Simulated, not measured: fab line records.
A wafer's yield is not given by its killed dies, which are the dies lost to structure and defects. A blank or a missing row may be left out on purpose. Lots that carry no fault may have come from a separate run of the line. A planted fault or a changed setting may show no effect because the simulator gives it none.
fab line records | flow nand_harc
[record] lots = 14 wafers = 40 last_day = 24
route steps=1159 shown A_ZERO_WELL@412 A_ONON_D1@436 A_CHANNEL_HOLE_D1@450 END@1159
lots that met no fault: from a run of the same line without faults
start_h: start of the lot's first displayed wafer, in hours after the record's first day | wait_h: time in hours since the lot's previous step | " same as the row above | L1.1+2: one row covering several wafers at once | - value missing, or start not given | * or withheld: withheld | < > ~ a bound
route shown NAME@n: a module of which the file shows steps, and the number in the route of the first | usual: average and standard deviation across the fault-free wafers | same: alike in all rows | chamber/n: place in a boat | sites: each site's reading | _std_site: their standard deviation | _edge_site: the outer-site mean with the inner-site mean subtracted | radius_mm: for every site, how far away it sits from the centre of the wafer | mask NAME#n: copy n | behind: tool/chamber where the wafer was last shaped | hold: why the lot was held/for how many hours/how that ended | device: transistor that didn't switch, given as n, p or np | end of line: the route-end tests of the same wafers | step lacking rows: just its recipe | killed: not the wafer's yield, but the dies lost to structure and defects at the first sort | map: a wafer's dies, marking killed ones x, the rest . and places with no die _
set.NAME: the setting as run; set.NAME@STEP: as run at that earlier step | model.NAME: the simulator's own value behind a step, which no gauge read
the route's steps for a sample of lots (tables are steps, rows are wafers)
services: from which hour (start_h, from the record's first day; less than 0 if before it) a tool's chamber was out of use, for how many hours, and why
[[steps]]
[step NHARC_A_ZERO_WELL_INSPECT_17]
[usual] raw_defect_count = 10/5.9
// columns lot.wafer tool chamber start_h wait_h raw_defect_count
L698.1 defect_inspect-02 - 142.41 0.2 15
L698.2 " - " " 9
L698.3 " - " " 6
L701.2 defect_inspect-01 - 153.12 0.1 5
L701.4 " - " " 2
L701.5 " - " " 4
L700.2 defect_inspect-01 - 153.63 0.1 13
L700.4 " - " " 24
L700.6 " - " " 35
L702.2 defect_inspect-02 - 164.72 0.1 5
L702.4 " - " " 4
L702.5 " - " " 6
L705.1 defect_inspect-01 - 176.01 0.2 9
L705.3 " - " " 15
L705.5 " - " " 4
L706.2 defect_inspect-01 - 183.01 0.1 15
L706.4 " - " " 18
L706.5 " - " " 7
L707.1 defect_inspect-02 - 185.89 0.2 8
L707.4 " - " " 17
L707.6 " - " " 11
L708.1 defect_inspect-02 - 186.71 0.2 14
L708.2 " - " " 4
L708.5 " - " " 11
L711.2 defect_inspect-01 - 216.16 0.2 10
L711.4 " - " " 5
L713.2 defect_inspect-02 - 227.71 0.1 10
L713.4 " - " " 5
L717.1 defect_inspect-01 - 244.70 0.2 4
L717.3 " - " " 5
L717.4 " - " " 10
L719.2 defect_inspect-01 - 254.42 0.1 6
L719.4 " - " " 10
L719.6 " - " " 13
L718.1 defect_inspect-01 - 255.95 0.2 3
L718.2 " - " " 12
L718.5 " - " " 9
L720.1 defect_inspect-02 - 269.34 0.2 5
L720.2 " - " " 11
L720.3 " - " " 3
[step NHARC_A_ONON_D1_DEP_16]
[recipe] target_thk_a = 10000 n2_flow_sccm = 2750 n2o_flow_sccm = 2000 nh3_flow_sccm = 500 sih4_flow_sccm = 210 temp_c = 400
[usual] sih4_flow_sccm = 210.1/0.64
// columns lot.wafer tool chamber start_h wait_h sih4_flow_sccm
L698.1 pecvd_onon-02 0 173.35 0.1 211.4
L698.2 " 0 " " 210.4
L698.3 " 0 " " 210.5
L701.2 pecvd_onon-02 0 187.89 0.1 209.5
L701.4 " 0 " " 210.3
L701.5 " 0 " " 209.8
L700.2 pecvd_onon-03 0 187.89 0.1 210.4
L700.4 " 0 " " 210.7
L700.6 " 0 " " 210.6
L702.2 pecvd_onon-02 0 195.62 0.1 209.9
L702.4 " 0 " " 210.2
L702.5 " 0 " " 210.9
L705.1 pecvd_onon-02 0 207.90 0.1 211.2
L705.3 " 0 " " 210.1
L705.5 " 0 " " 211.2
L708.1 pecvd_onon-02 0 214.36 0.1 209.5
L708.2 " 0 " " 209.7
L708.5 " 0 " " 209.7
L706.2 pecvd_onon-03 0 214.42 0.1 209.5
L706.4 " 0 " " 209.0
L706.5 " 0 " " 209.4
L707.1 pecvd_onon-02 0 214.71 0.4 210.8
L707.4 " 0 " " 209.7
L707.6 " 0 " " 210.9
L711.2 pecvd_onon-02 0 245.17 0.1 210.3
L711.4 " 0 " " 210.7
L713.2 pecvd_onon-02 0 260.64 0.1 208.8
L713.4 " 0 " " 210.1
L717.1 pecvd_onon-04 0 274.97 0.1 210.9
L717.3 " 0 " " 210.3
L717.4 " 0 " " 210.2
L718.1 pecvd_onon-04 0 285.17 0.1 209.1
L718.2 " 0 " " 210.5
L718.5 " 0 " " 209.6
L719.2 pecvd_onon-03 0 285.23 0.1 209.6
L719.4 " 0 " " 210.8
L719.6 " 0 " " 209.5
L720.1 pecvd_onon-03 0 301.91 0.1 211.7
L720.2 " 0 " " 209.0
L720.3 " 0 " " 210.1
[step NHARC_A_ONON_D1_THK_MEAS_18]
[recipe] thk_meas_gauge = ellipsometry
[usual] thk_nm = 1003/9.6
// columns lot.wafer tool chamber start_h wait_h thk_nm
L698.1 film_metro-02 - 173.86 - 1002
L698.2 " - " " 999
L698.3 " - " " 1001
L701.2 film_metro-02 - 188.34 - 985
L701.4 " - " " 984
L701.5 " - " " 983
L700.2 film_metro-01 - 188.35 - 1008
L700.4 " - " " 1008
L700.6 " - " " 1009
L702.2 film_metro-01 - 196.08 - 1015
L702.4 " - " " 1013
L702.5 " - " " 1015
L705.1 film_metro-02 - 208.41 - 1003
L705.3 " - " " 1003
L705.5 " - " " 1002
L708.1 film_metro-01 - 214.87 - 996
L708.2 " - " " 995
L708.5 " - " " 996
L706.2 film_metro-01 - 214.87 - 1007
L706.4 " - " " 1007
L706.5 " - " " 1007
L707.1 film_metro-02 - 215.22 - 993
L707.4 " - " " 992
L707.6 " - " " 992
L711.2 film_metro-01 - 245.62 - 915
L711.4 " - " " 991
L713.2 film_metro-01 - 261.09 - 935
L713.4 " - " " 1010
L717.1 film_metro-02 - 275.48 - 1011
L717.3 " - " " 1009
L717.4 " - " " 1010
L718.1 film_metro-02 - 285.68 - 1010
L718.2 " - " " 1009
L718.5 " - " " 1008
L719.2 film_metro-01 - 285.68 - 999
L719.4 " - " " 997
L719.6 " - " " 996
L720.1 film_metro-02 - 302.42 - 999
L720.2 " - " " 999
L720.3 " - " " 1000
[step NHARC_A_CHANNEL_HOLE_D1_DEP_00]
[recipe] target_thk_a = 31000 temp_c = 400 material = aC
[usual] throttle_valve_pct = 35.001/0.0088
// columns lot.wafer tool chamber start_h wait_h throttle_valve_pct
L698.1 acl_dep-01 0 178.57 1.8 35.018
L698.2 " 0 " " 35.019
L698.3 " 0 " " 34.988
L700.2 acl_dep-03 0 191.54 0.4 34.989
L700.4 " 0 " " 35.009
L700.6 " 0 " " 35.004
L701.2 acl_dep-01 0 191.79 0.6 35.001
L701.4 " 0 " " 35.008
L701.5 " 0 " " 35.009
L702.2 acl_dep-03 0 199.29 0.4 35.001
L702.4 " 0 " " 34.982
L702.5 " 0 " " 34.995
L705.1 acl_dep-02 0 212.04 0.6 34.995
L705.3 " 0 " " 34.988
L705.5 " 0 " " 35.008
L708.1 acl_dep-03 0 217.74 0.1 35.006
L708.2 " 0 " " 35.006
L708.5 " 0 " " 35.000
L706.2 acl_dep-02 0 218.05 0.4 35.000
L706.4 " 0 " " 35.004
L706.5 " 0 " " 35.017
L707.1 acl_dep-01 0 220.32 2.2 35.015
L707.4 " 0 " " 35.007
L707.6 " 0 " " 35.004
L711.4 acl_dep-03 0 249.53 1.0 34.991
L713.4 acl_dep-03 0 264.90 1.0 35.000
L717.1 acl_dep-02 0 278.55 0.3 35.002
L717.3 " 0 " " 35.008
L717.4 " 0 " " 34.999
L718.1 acl_dep-01 0 289.27 0.8 35.012
L718.2 " 0 " " 35.004
L718.5 " 0 " " 34.994
L719.2 acl_dep-02 0 289.73 1.2 35.007
L719.4 " 0 " " 35.019
L719.6 " 0 " " 34.992
L720.1 acl_dep-01 0 307.77 2.4 35.012
L720.2 " 0 " " 35.002
L720.3 " 0 " " 35.000
[step NHARC_END_SORT_01]
[recipe] temp_c = 25
[usual] killed_at_array = 26/10 killed_at_other = 0.8/1.1 killed_at_periphery = 3.3/2.6 killed_dies = 30/11 killed_open = 3.4/1.8 killed_short = 2.0/1.3
[same] gross_dies = 677
// columns lot.wafer tool chamber start_h wait_h killed_at_array killed_at_other killed_at_periphery killed_dies killed_open killed_short
L711.2 prober-02 0 515.48 2.8 676 0 1 677 4 1
L711.4 prober-02 0 517.06 3.4 13 1 4 18 4 2
L713.2 prober-01 0 529.87 2.8 671 2 4 677 3 3
L713.4 prober-01 0 531.49 3.4 39 2 5 46 6 2
// killed by level:class
L711.2 A_ONON_D1:area_dep=657 A_CHANNEL_HOLE_D1:chamber_film_flake=8 A_STAIRCASE:chamber_film_flake=3 A_CONTACT:chamber_film_flake=2 P_CONTACT:geometric_particle:open=1 A_SOURCE_PLATE:geometric_particle:open=1 A_SGD_CUT:geometric_particle:open=1 A_SGD_CUT:geometric_particle:short=1
L711.4 A_CHANNEL_HOLE_D1:chamber_film_flake=6 P_STI:chamber_film_flake=3 A_M0:geometric_particle:short=2 A_CONTACT:chamber_film_flake=2 P_STI:geometric_particle:open=1 A_ONON_D1:geometric_particle:open=1 A_CONTACT:geometric_particle:open=1 STARTING-WAFER:geometric_particle:open=1
L713.2 A_ONON_D1:area_dep=641 A_SLIT:chamber_film_flake=13 A_CONTACT:chamber_film_flake=7 A_CHANNEL_HOLE_D1:chamber_film_flake=3 A_BONDPAD:chamber_film_flake=3 P_CONTACT:geometric_particle:open=2 A_ONON_D1:geometric_particle:short=2 P_M1:chamber_film_flake=2
L713.4 A_SLIT:chamber_film_flake=20 A_CONTACT:chamber_film_flake=9 P_M1:chamber_film_flake=3 A_BONDPAD:chamber_film_flake=3 P_CONTACT:geometric_particle:open=2 A_ONON_D1:geometric_particle:open=2 THIN_TSV:chamber_film_flake=2 A_ONON_D1:geometric_particle:short=1
[[services]]
// columns tool chamber start_h hours kind
pecvd_onon-03 - 153.00 13.0 pm
acl_dep-02 - 171.84 13.0 pm
acl_dep-03 - 225.40 13.0 pm
pecvd_onon-04 - 237.28 13.0 pm
pecvd_onon-02 - 292.00 13.0 pm
acl_dep-01 - 292.95 13.0 pm
[[key]]
[first_sign] step = NHARC_A_ONON_D1_THK_MEAS_18 reading = thk_nm direction = down sigmas = 8 usual = 1003 struck = 925
[effect] step = NHARC_END_SORT_01 reading = killed_at_array direction = up sigmas = 62 usual = 26 struck = 674
[more_kills_born_at] NHARC_A_ONON_D1_DEP_16@pecvd_onon-02 = 1298
met_at NHARC_A_ONON_D1_DEP_16
struck_lots L711,L713
struck_wafers L711.2,L713.2
later_rows_left_out L711.2,L713.2
tester_left_out L711,L713
not_acting_at NHARC_A_ZERO_WELL_INSPECT_17,NHARC_A_CHANNEL_HOLE_D1_DEP_00
onset_between 214.71 245.17
[fault] kind = process_parameter_drift tool = pecvd_onon-02 chamber = - onset_h = 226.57 steps = NHARC_A_ONON_D1_DEP_16 channel = target_thk_a offset = * shape = step end_h = 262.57 scope = struck_wafers_only acts_in = * stated = *
// tester_left_out: of these lots the tester's yield and bins aren't shown, on N5 and GAA mostly nor the transistor test; their killed dies are dies lost to structure and defects alone, not to doping, threshold or leakage, so they don't give the yield
// later_rows_left_out: the simulator's readings of these wafers behind a module that went badly wrong aren't trusted and aren't shown, but for the sort
